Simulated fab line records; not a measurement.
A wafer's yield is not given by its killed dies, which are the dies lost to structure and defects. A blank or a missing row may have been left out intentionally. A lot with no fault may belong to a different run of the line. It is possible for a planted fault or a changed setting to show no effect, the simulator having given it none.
fab line records + flow n5_finfet
record:
- lots: 7
- wafers: 21
route steps=1938 shown PASSIVATION@1931
start_h: the number of hours between the record's first day and the start of the first shown wafer of the lot + wait_h: time in hours since the lot's previous step + " as in the row above + L1.1+2: a row that stands for several wafers + - no value, or no start given + * or withheld: withheld + < > ~ a bound
route shown NAME@n: names a module that has steps shown in the file, with the first one's number in the route + usual: mean and standard deviation over wafers with no fault + same: alike in all rows + chamber/n: place in a boat + sites: each site's reading + _std_site: the standard deviation of these + _edge_site: mean of outer sites minus mean of inner sites + radius_mm: for every site, how far away it sits from the centre of the wafer + mask NAME#n: copy n + behind: the last tool/chamber to shape the wafer + hold: cause of the lot's hold/its duration in hours/its outcome + device: whichever transistor did not switch (one of n, p or np) + end of line: at the end of the route, the tests of the same wafers + step lacking rows: just its recipe + killed: count of dies lost to structure and defects at first sort (not the wafer's yield) + map: the dies of a wafer, with x for killed, . for not killed, _ for no die there
set.NAME: the setting as run; set.NAME@STEP: as run at that earlier step + model.NAME: the simulator's own value behind a step, which no gauge read
lots where settings were altered on purpose, with a table for each step and a row for each wafer
== steps ==
step: N5_PASSIVATION_STRIP_48
recipe:
- chemistry: O2
- power_w: 600
- temp_c: 60
- pressure_mtorr: 30
- rf_frequency_hz: 6e+07
- bias_power_w: 0
- overash_fraction: 0.5
- o2_flow_sccm: 225
| lot.wafer  | tool        | chamber | start_h | wait_h | set.power_w |
|------------|-------------|---------|---------|--------|-------------|
| L074.3+4+6 | rie_diel-04 | 2,3,3   | 334.58  | 0.1    | 600         |
| L076.1+3   | rie_diel-04 | 0,2     | 347.71  | 0.1    | 600         |
| L076.4     | "           | 3       | "       | "      | 653.4       |
| L085.1+2+6 | rie_diel-01 | 1,2,2   | 396.02  | 0.1    | 600         |
| L086.1+4   | rie_diel-04 | 0,1     | 402.75  | 0.1    | 697.1       |
| L086.6     | "           | 3       | "       | "      | 600         |
| L089.1     | rie_diel-01 | 0       | 419.93  | 0.1    | 600         |
| L089.4+6   | "           | 3,0     | "       | "      | 689.1       |
| L090.1+3+6 | rie_diel-01 | 1,2,3   | 446.59  | 0.1    | 633.9       |
| L093.4+5+6 | rie_diel-05 | 3,2,3   | 448.39  | 0.1    | 600         |
step: N5_PASSIVATION_STRIP_52
recipe:
- chemistry: post_etch_residue_remover
- time_s: 1200
- temp_c: 72.5
step: N5_PASSIVATION_CLEAN_71
recipe:
- chemistry: IPA
- time_s: 180
- temp_c: 25
step: N5_PASSIVATION_SRD_72
recipe:
- dry: ipa_marangoni
- time_s: 30
- temp_c: 23
- rinse_liquid: diw
step: N5_PASSIVATION_ANNEAL_56
recipe:
- temp_c: 400
- time_s: 1800
- ambient: FGA
- idle_temp_c: 300
- ramp_up_c_per_min: 5
- ramp_down_c_per_min: 3
step: N5_PASSIVATION_PROBE_49
usual:
- defect_limited_yield: 91.4/1.4
- killed_at_M0_to_M3: 34/9.1
- killed_at_M4_up: 14/5.2
- killed_at_contacts: 12/6.4
- killed_at_front_end: 38/11
- killed_at_other: 3.7/2.8
- killed_dies: 102/17
- killed_open: 68/13
- killed_short: 32/7.8
- sort_bin_4_leakage: 0.05/0.3
- sort_bin_5_function: 5.1/1
- sort_bin_6_memory: 3.2/0.66
- sort_bin_8_speed: 0.1/0.92
- sort_n_pass: 1076/19
same:
- gross_dies: 1180
- killed_at_back_side: 0
| lot.wafer | tool      | chamber | start_h | wait_h | set.time_s@PASSIVATION_PASS_ETCH_47 | defect_limited_yield[%] | killed_at_M0_to_M3 | killed_at_M4_up | killed_at_contacts | killed_at_front_end | killed_at_other | killed_dies | killed_open | killed_short | sort_bin_4_leakage[%] | sort_bin_5_function[%] | sort_bin_6_memory[%] | sort_bin_8_speed[%] | sort_n_pass |
|-----------|-----------|---------|---------|--------|-------------------------------------|-------------------------|--------------------|-----------------|--------------------|---------------------|-----------------|-------------|-------------|--------------|-----------------------|------------------------|----------------------|---------------------|-------------|
| L074.3    | prober-01 | -       | 337.17  | 0.1    | 385                                 | 91.1                    | 46                 | 10              | 9                  | 38                  | 2               | 105         | 73          | 31           | 0                     | 6.0                    | 2.7                  | 0                   | 1075        |
| L074.4    | prober-01 | -       | 337.22  | 0.2    | 385                                 | 91.6                    | 25                 | 19              | 9                  | 39                  | 7               | 99          | 65          | 32           | 0                     | 5.3                    | 2.8                  | 0                   | 1081        |
| L074.6    | prober-01 | -       | 337.32  | 0.3    | 385                                 | 92.5                    | 37                 | 12              | 12                 | 26                  | 2               | 89          | 65          | 24           | 0                     | 4.6                    | 2.8                  | 0                   | 1091        |
| L076.1    | prober-01 | -       | 350.21  | 0.0    | 385                                 | 91.9                    | 38                 | 12              | 7                  | 36                  | 2               | 95          | 46          | 44           | 0                     | 5.2                    | 2.7                  | 0                   | 1085        |
| L076.3    | prober-01 | -       | 350.31  | 0.1    | 385                                 | 93.4                    | 31                 | 17              | 5                  | 22                  | 3               | 78          | 51          | 25           | 0                     | 4.0                    | 2.5                  | 0                   | 1102        |
| L076.4    | prober-01 | -       | 350.36  | 0.2    | 385                                 | 92.0                    | 32                 | 9               | 11                 | 39                  | 3               | 94          | 55          | 37           | 0.08                  | 5.4                    | 2.1                  | 0                   | 1086        |
| L085.1    | prober-01 | -       | 398.52  | 0.0    | 306                                 | 0.1                     | 22                 | 4               | 16                 | 67                  | 1070            | 1179        | 67          | 45           | 0                     | 96.2                   | 3.6                  | 0                   | 1           |
| L085.2    | prober-01 | -       | 398.57  | 0.1    | 385                                 | 88.4                    | 35                 | 11              | 19                 | 71                  | 1               | 137         | 85          | 47           | 0                     | 6.3                    | 4.7                  | 0                   | 1043        |
| L085.6    | prober-01 | -       | 398.77  | 0.3    | 306                                 | 13.1                    | 30                 | 15              | 14                 | 47                  | 920             | 1026        | 73          | 31           | 0                     | 83.2                   | 3.6                  | 0                   | 154         |
| L086.1    | prober-01 | -       | 405.24  | 0.0    | 385                                 | 90.5                    | 40                 | 11              | 9                  | 50                  | 2               | 112         | 75          | 34           | 2.29                  | 5.4                    | 3.9                  | 0.1                 | 1041        |
| L086.4    | prober-01 | -       | 405.39  | 0.2    | 305.9                               | 2.4                     | 36                 | 27              | 5                  | 47                  | 1037            | 1152        | 85          | 27           | 0                     | 93.1                   | 4.3                  | 0                   | 28          |
| L086.6    | prober-01 | -       | 405.49  | 0.3    | 385                                 | 89.2                    | 65                 | 9               | 4                  | 45                  | 5               | 128         | 79          | 37           | 0                     | 6.2                    | 3.5                  | 0.8                 | 1052        |
| L089.1    | prober-02 | -       | 422.42  | 0.0    | 352                                 | 91.5                    | 29                 | 16              | 14                 | 32                  | 9               | 100         | 44          | 36           | 0                     | 4.4                    | 2.9                  | 0                   | 1080        |
| L089.4    | prober-02 | -       | 422.57  | 0.2    | 352                                 | 93.1                    | 24                 | 9               | 25                 | 19                  | 4               | 81          | 49          | 22           | 0                     | 3.9                    | 2.3                  | 0                   | 1099        |
| L089.6    | prober-02 | -       | 422.67  | 0.3    | 385                                 | 90.4                    | 33                 | 13              | 21                 | 43                  | 3               | 113         | 78          | 32           | 0.25                  | 6.6                    | 2.7                  | 0                   | 1064        |
| L090.1    | prober-01 | -       | 449.12  | 0.0    | 385                                 | 91.4                    | 36                 | 22              | 15                 | 26                  | 3               | 102         | 54          | 47           | 0.25                  | 5.0                    | 3.3                  | 0                   | 1075        |
| L090.3    | prober-01 | -       | 449.22  | 0.1    | 458                                 | 91.9                    | 23                 | 28              | 12                 | 33                  | 0               | 96          | 67          | 28           | 0.25                  | 4.8                    | 3.1                  | 0                   | 1081        |
| L090.6    | prober-01 | -       | 449.37  | 0.3    | 385                                 | 90.6                    | 50                 | 17              | 16                 | 27                  | 1               | 111         | 68          | 42           | 0.76                  | 5.3                    | 3.8                  | 0                   | 1060        |
| L093.4    | prober-01 | -       | 451.03  | 0.2    | 385                                 | 89.2                    | 42                 | 19              | 13                 | 52                  | 2               | 128         | 88          | 37           | 0                     | 7.1                    | 3.4                  | 0                   | 1052        |
| L093.5    | prober-01 | -       | 451.08  | 0.2    | 385                                 | 88.4                    | 41                 | 20              | 16                 | 60                  | 0               | 137         | 100         | 34           | 0                     | 6.8                    | 4.3                  | 0.2                 | 1043        |
| L093.6    | prober-01 | -       | 451.13  | 0.3    | 360.9                               | 86.8                    | 60                 | 16              | 24                 | 53                  | 3               | 156         | 98          | 46           | 0                     | 8.1                    | 4.2                  | 0.7                 | 1024        |
killed by level:class
L074.3 BEOL_M2:geometric_particle:open=13 DUMMY_GATE:geometric_particle:open=10 BEOL_M3:geometric_particle:open=9 BEOL_M0_SAQP:geometric_particle:short=9 BEOL_M0_SAQP:geometric_particle:open=8 MOL_CONTACT_COAG:geometric_particle:open=7 FIN_SAQP:geometric_particle:short=5 DUMMY_GATE:geometric_particle:short=4
L074.4 FIN_SAQP:geometric_particle:short=10 BEOL_M4:geometric_particle:open=9 DUMMY_GATE:geometric_particle:open=8 MOL_CONTACT_COAG:geometric_particle:open=7 BEOL_M0_SAQP:geometric_particle:open=7 FIN_SAQP:geometric_particle:open=6 BEOL_M2:geometric_particle:open=4 BEOL_M3:geometric_particle:open=4
L074.6 BEOL_M2:geometric_particle:open=15 MOL_CONTACT_COAG:geometric_particle:open=11 BEOL_M4:geometric_particle:open=7 BEOL_M0_SAQP:geometric_particle:short=5 BEOL_M3:geometric_particle:open=5 STARTING-WAFER:geometric_particle:short=5 DUMMY_GATE:geometric_particle:open=4 BEOL_M0_SAQP:geometric_particle:open=4
L076.1 BEOL_M0_SAQP:geometric_particle:short=11 MOL_CONTACT_COAG:geometric_particle:open=7 BEOL_M1:geometric_particle:open=7 BEOL_M1:geometric_particle:short=6 BEOL_M2:geometric_particle:open=6 FIN_SAQP:geometric_particle:short=5 GATE_CUT:geometric_particle:short=5 FIN_SAQP:geometric_particle:open=4
L076.3 BEOL_M0_SAQP:geometric_particle:open=9 BEOL_M1:geometric_particle:open=7 STI_FIN_REVEAL:geometric_particle:open=6 BEOL_M4:geometric_particle:open=6 BEOL_M0_SAQP:geometric_particle:short=5 BEOL_M2:geometric_particle:short=4 BEOL_M2:geometric_particle:open=4 STARTING-WAFER:geometric_particle:short=4
L076.4 BEOL_M1:geometric_particle:open=13 GATE_CUT:geometric_particle:short=11 FIN_SAQP:geometric_particle:open=9 FIN_SAQP:geometric_particle:short=9 MOL_CONTACT_COAG:geometric_particle:open=8 BEOL_M0_SAQP:geometric_particle:short=7 BEOL_M0_SAQP:geometric_particle:open=6 GATE_CUT:geometric_particle:open=4
L085.1 PASSIVATION:area_etch=1066 FIN_SAQP:geometric_particle:short=19 FIN_SAQP:geometric_particle:open=14 MOL_CONTACT_COAG:geometric_particle:open=12 STI_FIN_REVEAL:geometric_particle:open=7 STI_FIN_REVEAL:geometric_particle:short=5 DUMMY_GATE:geometric_particle:open=5 BEOL_M3:geometric_particle:open=5
L085.2 FIN_SAQP:geometric_particle:open=21 STI_FIN_REVEAL:geometric_particle:open=16 MOL_CONTACT_COAG:geometric_particle:open=13 FIN_SAQP:geometric_particle:short=9 MOL_CONTACT_COAG:geometric_particle:short=6 BEOL_M3:geometric_particle:open=6 BEOL_M0:geometric_particle:short=6 BEOL_M0_SAQP:geometric_particle:short=6
L085.6 PASSIVATION:area_etch=920 FIN_SAQP:geometric_particle:open=18 MOL_CONTACT_COAG:geometric_particle:open=11 BEOL_M0_SAQP:geometric_particle:open=8 BEOL_M0_SAQP:geometric_particle:short=7 STI_FIN_REVEAL:geometric_particle:open=6 BEOL_M2:geometric_particle:open=6 DUMMY_GATE:geometric_particle:open=6
L086.1 FIN_SAQP:geometric_particle:open=14 FIN_SAQP:geometric_particle:short=9 MOL_CONTACT_COAG:geometric_particle:open=8 BEOL_M0_SAQP:geometric_particle:open=8 BEOL_M0_SAQP:geometric_particle:short=8 BEOL_M1:geometric_particle:open=8 BEOL_M2:geometric_particle:open=6 GATE_CUT:geometric_particle:open=5
L086.4 PASSIVATION:area_etch=1035 BEOL_M4:geometric_particle:open=14 BEOL_M2:geometric_particle:open=11 BEOL_M0_SAQP:geometric_particle:open=9 FIN_SAQP:geometric_particle:open=8 DUMMY_GATE:geometric_particle:open=8 STARTING-WAFER:geometric_particle:open=6 FIN_SAQP:geometric_particle:short=5
L086.6 FIN_SAQP:geometric_particle:open=14 BEOL_M0_SAQP:geometric_particle:open=14 BEOL_M2:geometric_particle:open=12 BEOL_M3:area_ecd=10 FIN_SAQP:geometric_particle:short=7 BEOL_M0_SAQP:geometric_particle:short=7 BEOL_M1:geometric_particle:open=7 GATE_CUT:geometric_particle:open=6
L089.1 STI_FIN_REVEAL:geometric_particle:open=10 MOL_CONTACT_COAG:geometric_particle:open=10 BEOL_M0_SAQP:area_peb=9 BEOL_M0_SAQP:geometric_particle:short=5 BEOL_M1:geometric_particle:open=5 PASSIVATION:area_etch=5 STI_FIN_REVEAL:geometric_particle:short=4 MOL_CONTACT_COAG:geometric_particle:short=4
L089.4 MOL_CONTACT_COAG:geometric_particle:open=18 STI_FIN_REVEAL:geometric_particle:open=7 MOL_CONTACT_COAG:geometric_particle:short=7 BEOL_M0_SAQP:geometric_particle:open=6 BEOL_M0_SAQP:area_peb=6 BEOL_M1:geometric_particle:open=3 BEOL_M3:geometric_particle:short=3 SPACER0:geometric_particle:short=2
L089.6 STI_FIN_REVEAL:geometric_particle:open=21 MOL_CONTACT_COAG:geometric_particle:open=18 BEOL_M0_SAQP:geometric_particle:short=11 BEOL_M2:geometric_particle:open=6 BEOL_M0_SAQP:geometric_particle:open=5 FIN_SAQP:geometric_particle:open=3 STI_FIN_REVEAL:geometric_particle:short=3 DUMMY_GATE:geometric_particle:open=3
L090.1 BEOL_M0_SAQP:geometric_particle:short=10 MOL_CONTACT_COAG:geometric_particle:open=9 BEOL_M0_SAQP:geometric_particle:open=7 MOL_CONTACT_COAG:geometric_particle:short=6 FIN_SAQP:geometric_particle:short=5 BEOL_M4:geometric_particle:short=5 BEOL_M4:geometric_particle:open=5 ILD0:geometric_particle:short=4
L090.3 BEOL_M4:geometric_particle:open=12 STI_FIN_REVEAL:geometric_particle:open=11 BEOL_M0_SAQP:geometric_particle:open=6 MOL_CONTACT_COAG:geometric_particle:short=6 BEOL_M5:geometric_particle:open=6 MOL_CONTACT_COAG:geometric_particle:open=5 BEOL_M6:geometric_particle:open=5 GATE_CUT:geometric_particle:short=4
L090.6 BEOL_M0_SAQP:geometric_particle:short=18 BEOL_M0_SAQP:geometric_particle:open=17 MOL_CONTACT_COAG:geometric_particle:open=13 BEOL_M2:geometric_particle:open=8 BEOL_M4:geometric_particle:open=8 GATE_CUT:geometric_particle:short=6 STI_FIN_REVEAL:geometric_particle:open=4 STARTING-WAFER:geometric_particle:short=4
L093.4 MOL_CONTACT_COAG:geometric_particle:open=13 BEOL_M2:geometric_particle:open=12 DUMMY_GATE:geometric_particle:open=10 FIN_SAQP:geometric_particle:open=9 FIN_SAQP:geometric_particle:short=9 BEOL_M0_SAQP:geometric_particle:open=8 BEOL_M3:geometric_particle:open=8 BEOL_M4:geometric_particle:open=8
L093.5 FIN_SAQP:geometric_particle:open=15 STI_FIN_REVEAL:geometric_particle:open=15 BEOL_M2:geometric_particle:open=13 MOL_CONTACT_COAG:geometric_particle:open=12 FIN_SAQP:geometric_particle:short=11 BEOL_M1:geometric_particle:open=10 BEOL_M4:geometric_particle:open=9 BEOL_M3:geometric_particle:open=6
L093.6 MOL_CONTACT_COAG:geometric_particle:open=16 BEOL_M1:geometric_particle:open=15 BEOL_M2:geometric_particle:open=12 FIN_SAQP:geometric_particle:open=10 BEOL_M3:geometric_particle:open=9 STI_FIN_REVEAL:geometric_particle:open=8 MOL_CONTACT_COAG:geometric_particle:short=8 BEOL_M3:area_ecd=8
== key ==
split:
- step: N5_PASSIVATION_STRIP_48
- setting: power_w
- stated: 600
- by: wafer
response none clear
split outside_this_file step=N5_PASSIVATION_PASS_ETCH_47 setting=time_s
split outside_this_file: this setting was split too, and the file shows its column; the key of that split is in another file
